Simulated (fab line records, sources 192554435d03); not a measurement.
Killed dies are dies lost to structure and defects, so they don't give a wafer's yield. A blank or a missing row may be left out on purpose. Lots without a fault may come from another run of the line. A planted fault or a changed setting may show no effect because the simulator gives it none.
Chamber matching | flow n5_finfet | N5_BEOL_M3_ALD_84 on ald_metal-01: 4 sister chambers
The step deposits TaN, pulse time 2 s, purge time 3 s, co reactant purge time 2 s. 4 wafers are shown with their chamber, then 9 later ones without.

WAFERS WITH THEIR CHAMBER
wafer  | chamber | heater_power_w (W)
L087.5 | 2       | 461
L086.2 | 0       | 490
L088.2 | 3       | 395
L088.5 | 1       | 447

WAFERS WITHOUT THEIR CHAMBER
wafer  | heater_power_w (W)
L090.1 | 449
L090.4 | 473
L090.6 | 466
L092.2 | 461
L092.3 | 482
L092.5 | 479
L097.1 | 409
L097.3 | 497
L097.6 | 486

WHICH CHAMBER EACH WENT THROUGH
wafer  | from the rows above          | in truth
L090.1 | can't be placed: 1 or 2      | 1
L090.4 | can't be placed: 2 or 0 or 1 | 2
L090.6 | can't be placed: 2 or 1      | 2
L092.2 | can't be placed: 2 or 1      | 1
L092.3 | can't be placed: 0 or 2      | 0
L092.5 | can't be placed: 0 or 2      | 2
L097.1 | 3                            | 3
L097.3 | 0                            | 0
L097.6 | 0                            | 0
Placed correctly: 3 of 9. Can't be placed from these rows: 6 (the true chamber is among the candidates in 6). Placed wrongly: 0.
How it was worked out, from the rows above alone: a wafer's distance from a chamber is the root of the sum, over the readings, of the square of ((its reading less the chamber's mean) divided by the reading's scatter). The wafer belongs to the nearest chamber; if the next one is less than 2 further off, it can't be placed. A chamber's mean is the mean of its shown wafers. The scatter: with one shown wafer a chamber, the root of the mean of the squares of how far each hidden wafer lies from its nearest shown one.
